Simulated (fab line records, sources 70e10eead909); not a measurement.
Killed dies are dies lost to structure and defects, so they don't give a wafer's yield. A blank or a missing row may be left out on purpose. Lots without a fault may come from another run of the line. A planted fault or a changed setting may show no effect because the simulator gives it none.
A struck lot beside a sound one | flow nand_harc | 44 steps out of a route of 1159
Sound: wafers L284.1, L284.4, L284.5. Struck: wafers L288.1, L288.3, L288.4. The cause comes at the end.
At each step with rows: each side's tool, then ch and its chambers, then its first start. Under that, the readings that differ: sound wafers | struck wafers | difference of the means | sigmas: that difference in standard deviations of wafers without a fault.
alike: readings whose means differ by less than 2 such deviations, and words and numbers that are the same on both sides. not compared: withheld readings, readings that some wafer has no value for, bounds like >300 that may hide the same value, and numbers for which the record gives no deviation and whose values overlap.
The two part at a step that has a row with sigmas, a row that says differs or no value, or rows on one side only. Numbers that don't overlap but have no deviation are shown without sigmas and don't part them. A reading that every wafer of one side lacks parts them only if that side has two wafers or more.

first, 1 step without rows for these wafers: NHARC_P_GATE_ETCH_114 (etches the open film in CF4/O2, target depth 30 nm, overetch 3 nm, time 16.5 s).
NHARC_P_GATE_ETCH_32: etches the open film in HBr/Cl2, target depth 150 nm, time 100.1 s.
  sound on rie_si-03 ch 1,3, day 7 20:22; struck on rie_si-05 ch 0,2,3, day 9 03:01
  alike: drypump_motor_current_A, oes_product_au, rf_fwd_power_W, throttle_valve_pct
  not compared: rf_hours_counter_h
then, 1 step without rows for these wafers: NHARC_P_GATE_STRIP_108 (strips in O2).
NHARC_P_GATE_CD_MEAS_33:
  sound on cd_sem-01, day 7 20:43; struck on cd_sem-02, day 9 03:22
  alike: cd_nm
then, 8 steps without rows for these wafers: NHARC_P_GATE_STRIP_35 (strips in SPM, time 600 s); NHARC_P_GATE_PRECLEAN_73 (cleans in SC1); NHARC_P_GATE_SRD_74; NHARC_P_GATE_ALD_36 (deposits SiNx, target thk 20 nm, pulse time 60 s, ald cycles 223); NHARC_P_GATE_ETCHBACK_37 (etches the open film in CHF3/O2, target depth 34.5 nm, time 17.2 s); NHARC_P_GATE_STRIP_101 (strips in O2, time 20 s); NHARC_P_GATE_PRECLEAN_97 (cleans in SPM, time 600 s); NHARC_P_GATE_SRD_98.
NHARC_P_GATE_PRECLEAN_99: cleans in SC1.
  sound on wet_bench-02 ch 2,4,6, day 8 09:01; struck on wet_bench-04 ch 0,5,6, day 9 13:35
then, 9 steps without rows for these wafers: NHARC_P_GATE_SRD_100; NHARC_P_GATE_DEHYDRATE_38 (time 120 s); NHARC_P_GATE_HMDS_39 (time 30 s); NHARC_P_GATE_COAT_40; NHARC_P_GATE_SOFTBAKE_41 (time 95 s); NHARC_P_GATE_EBR_42; NHARC_P_GATE_EXPOSE_43 (exposes mask P NSD, target cd 720 nm); NHARC_P_GATE_PEB_44 (peb time 85 s); NHARC_P_GATE_DEVELOP_45 (time 70 s).
NHARC_P_GATE_CD_MEAS_46: target cd 720 nm.
  sound on cd_sem-03 ch 0, day 8 09:47; struck on cd_sem-03 ch 0, day 9 14:14
  alike: cd_nm
then, 1 step without rows for these wafers: NHARC_P_GATE_HARDBAKE_47 (time 80 s).
NHARC_P_GATE_DESCUM_48: chemistry O2, time 3 s.
  sound on rie_diel-01 ch 2,3, day 8 09:56; struck on rie_diel-01 ch 0,1,2, day 9 14:37
  alike: drypump_motor_current_A, oes_product_au, rf_vpp_V, showerhead_plenum_p_Torr, throttle_valve_pct
  not compared: rf_hours_counter_h
then, 1 step without rows for these wafers: NHARC_P_GATE_IMPLANT_49.
NHARC_P_GATE_STRIP_111: strips in N2/H2, time 250 s.
  sound on plasma_asher-01 ch 0,1, day 8 10:22; struck on plasma_asher-01 ch 0,1, day 9 15:00
  alike: drypump_motor_current_A, heater_power_w, rf_refl_power_W
  not compared: rf_hours_counter_h
then, 10 steps without rows for these wafers: NHARC_P_GATE_STRIP_75 (strips in O2); NHARC_P_GATE_STRIP_50 (strips in SPM, time 900 s); NHARC_P_GATE_DEHYDRATE_51 (time 120 s); NHARC_P_GATE_HMDS_52 (time 30 s); NHARC_P_GATE_COAT_53; NHARC_P_GATE_SOFTBAKE_54 (time 95 s); NHARC_P_GATE_EBR_55; NHARC_P_GATE_EXPOSE_56 (exposes mask P PSD, target cd 720 nm); NHARC_P_GATE_PEB_57 (peb time 85 s); NHARC_P_GATE_DEVELOP_58 (time 70 s).
NHARC_P_GATE_CD_MEAS_59: target cd 720 nm.
  sound on cd_sem-01 ch 0, day 8 11:35; struck on cd_sem-02 ch 0, day 9 16:14
  alike: cd_nm
then, 1 step without rows for these wafers: NHARC_P_GATE_HARDBAKE_60 (time 80 s).
NHARC_P_GATE_DESCUM_61: chemistry O2, time 3 s.
  sound on rie_diel-02 ch 1,2,3, day 8 11:44; struck on rie_diel-01 ch 0,1,3, day 9 16:26
  alike: drypump_motor_current_A, oes_product_au, rf_vpp_V, showerhead_plenum_p_Torr, throttle_valve_pct
  not compared: rf_hours_counter_h
then, 1 step without rows for these wafers: NHARC_P_GATE_IMPLANT_62.
NHARC_P_GATE_STRIP_112: strips in N2/H2, time 200 s.
  sound on plasma_asher-01 ch 0,1, day 8 12:10; struck on plasma_asher-02 ch 0,1, day 9 16:49
  alike: drypump_motor_current_A, heater_power_w, rf_refl_power_W
  not compared: rf_hours_counter_h
NHARC_P_GATE_INSPECT_68:
  sound on defect_inspect-02, day 8 16:31; struck on defect_inspect-02, day 9 21:17
  reading          | sound       | struck         | difference | sigmas
  raw_defect_count | 171 154 284 | 1316 1376 1294 | +1126      | +16
-- the record jumps here: 14 days lie between the struck wafers' starts before and after (it left off in module P_GATE and takes up again in module END, whose first step shown is number 1159 of the route) --
NHARC_END_SORT_01:
  sound on prober-01 ch 0, day 22 15:13; struck on prober-01 ch 0, day 23 12:00
  reading             | sound    | struck      | difference | sigmas
  killed_at_periphery | 1 6 2    | 63 86 111   | +84        | +40
  killed_dies         | 40 51 38 | 109 115 150 | +82        | +7
  alike: killed_at_array, killed_at_other, killed_open, killed_short

WHERE THEY PART
First at NHARC_P_GATE_INSPECT_68; last, within this record, at NHARC_END_SORT_01.

WHY: what the simulator had put in
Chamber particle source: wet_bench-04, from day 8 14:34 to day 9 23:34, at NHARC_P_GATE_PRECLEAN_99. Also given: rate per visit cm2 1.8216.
